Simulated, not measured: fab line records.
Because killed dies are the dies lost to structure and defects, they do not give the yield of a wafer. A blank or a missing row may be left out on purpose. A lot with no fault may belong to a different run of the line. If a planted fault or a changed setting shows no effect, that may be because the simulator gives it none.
Matching of chambers	flow nand harc	NHARC_A_STAIRCASE_ETCH_253 on rie diel-03 has 4 sister chambers
The step etches the open film in C4F8/O2, target depth 50 nm, time 20.2 s. 20 wafers are shown with their chamber, then 10 later ones without.

WAFERS PAIRED WITH THEIR CHAMBERS
wafer	chamber	rf vpp V (V)	oes product au (a.u.)
L076.2	2	898	0.995
L076.5	2	897	0.983
L076.6	1	905	0.959
L082.1	3	895	0.981
L082.2	2	896	0.981
L082.5	3	895	0.983
L082.3	0	887	0.964
L082.4	1	904	0.959
L082.6	2	899	0.984
L085.1	2	897	0.963
L085.2	1	905	0.948
L085.4	3	895	0.960
L092.4	3	894	0.985
L092.5	3	892	0.986
L092.6	2	897	0.984
L091.1	3	891	0.954
L091.2	2	896	0.941
L091.3	0	905	0.933
L096.1	3	893	0.975
L096.2	0	904	0.928

SIGNATURES, as means of the wafers listed above
reading	chamber 0	chamber 1	chamber 2	chamber 3	scatter within a chamber
rf vpp V	898.67	904.67	897.14	893.57	3.77
oes product au	0.94167	0.95533	0.97586	0.97486	0.0154
Rule: distance of a wafer from a chamber = root of the sum over the readings of ((wafer's reading minus chamber's mean) / reading's scatter) squared. The wafer belongs to the nearest chamber; if the next one is less than 2 further off, it can't be placed. The scatter: the root of (the sum of the squares of (reading less its chamber's mean) over the shown wafers, divided by (wafers less chambers)).

WAFERS WHOSE CHAMBER IS MISSING
wafer	rf vpp V (V)	oes product au (a.u.)
L096.3	903	0.945
L096.4	898	0.963
L096.5	898	0.954
L096.6	904	0.942
L095.1	905	0.919
L095.2	897	0.946
L095.4	894	0.946
L095.3	904	0.968
L095.5	896	0.942
L095.6	894	0.935

EACH ONE'S CHAMBER
wafer	from the rows above	in truth
L096.3	can't be placed: 1 or 0 or 2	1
L096.4	can't be placed: 2 or 0 or 3 or 1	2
L096.5	can't be placed: 0 or 2 or 1 or 3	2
L096.6	can't be placed: 1 or 0 or 2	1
L095.1	can't be placed: 0 or 1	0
L095.2	can't be placed: 0 or 2 or 3 or 1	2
L095.4	can't be placed: 0 or 3 or 2 or 1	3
L095.3	can't be placed: 1 or 2 or 0 or 3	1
L095.5	can't be placed: 0 or 2 or 3 or 1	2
L095.6	can't be placed: 0 or 3 or 2 or 1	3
Correct placement for 0 of the 10. From these rows, 10 cannot be placed; in 10 the true chamber is one of the candidates. Placed wrongly: 0.
